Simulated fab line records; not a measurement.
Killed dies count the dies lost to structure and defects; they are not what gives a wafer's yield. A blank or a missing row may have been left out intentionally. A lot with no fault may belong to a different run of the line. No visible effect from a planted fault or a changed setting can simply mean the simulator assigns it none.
A lot that was struck, set against a sound lot || flow nand_harc || 15 steps out of a route of 1302
Sound: these wafers, L991.3, L991.4, L991.5. Struck: wafers L995.1, L995.4, L995.6. The cause comes at the end.
Order at every step that has rows: each side's tool, ch and its chambers, its first start. Under that, the readings that differ: sound wafers || struck wafers || difference of the means || sigmas: that difference in standard deviations of wafers without a fault.
alike: readings whose means differ by less than 2 such deviations, and words and numbers that are the same on both sides. not compared: withheld readings, readings that some wafer has no value for, bounds like >300 that may hide the same value, and numbers for which the record gives no deviation and whose values overlap.
Wherever a step has rows on one side only, a row that says differs or no value, or a row with sigmas, the two part there. When numbers do not overlap yet have no deviation, they are printed without sigmas and do not part them. A reading that every wafer of one side lacks parts them only if that side has two wafers or more.

NHARC_P_GATE_DESCUM_13: chemistry O2, time 3 s.
  sound on rie_diel-11 ch 0,1, day 8 04:57; struck on rie_diel-11 ch 1,2,3, day 10 12:51
  alike: drypump_motor_current_A, oes_product_au, rf_vpp_V, showerhead_plenum_p_Torr, throttle_valve_pct
  not compared: rf_hours_counter_h
then, 6 steps without rows for these wafers: NHARC_P_GATE_ETCH_14 (etches SiO2 in dHF, target depth 48.8 nm); NHARC_P_GATE_STRIP_15 (strips in SPM, time 780 s); NHARC_P_GATE_PRECLEAN_71 (cleans in SC1); NHARC_P_GATE_SRD_72; NHARC_P_GATE_OXIDE_16 (material SiO2, target thk 3 nm, ox time 392 s); NHARC_P_GATE_CVD_17 (deposits poly-Si, target thk 150 nm, time 900 s).
NHARC_P_GATE_HM_DEP_102: deposits aC, target thk 120 nm.
  sound on acl_dep-01 ch 0, day 8 18:42; struck on acl_dep-03 ch 0, day 11 03:48
  alike: throttle_valve_pct
NHARC_P_GATE_DEP_103: deposits SiON, target thk 30 nm.
  sound on pecvd-04 ch 0,2, day 8 19:12; struck on pecvd-02 ch 0,2, day 11 04:35
  alike: heater_power_w, rf_fwd_power_W
then, 3 steps without rows for these wafers: NHARC_P_GATE_DEHYDRATE_18 (time 120 s); NHARC_P_GATE_HMDS_19 (time 30 s); NHARC_P_GATE_COAT_20 (resist thk 90 nm).
NHARC_P_GATE_SOFTBAKE_21: time 55 s.
  sound on litho_track-06 ch 0, day 8 19:00; struck on litho_track-01 ch 0, day 11 04:00
{"reading": "heater_power_total_W (W)", "sound": "188.46 188.39 188.25", "struck": "194.07 193.93 194.22", "difference": "+5.71", "sigmas": "+44"}
next, for these wafers, 1 step has no rows: NHARC_P_GATE_EBR_22.
NHARC_END_SORT_01:
  the record has rows for the sound wafers here (prober-01 ch 0, day 29 01:05) and none for the struck ones

== WHERE THEY PART ==
First at NHARC_P_GATE_SOFTBAKE_21; last, within this record, at NHARC_END_SORT_01.

WHY: the cause the simulator had injected
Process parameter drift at NHARC_P_GATE_SOFTBAKE_21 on litho_track-01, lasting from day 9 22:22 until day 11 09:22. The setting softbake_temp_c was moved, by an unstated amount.
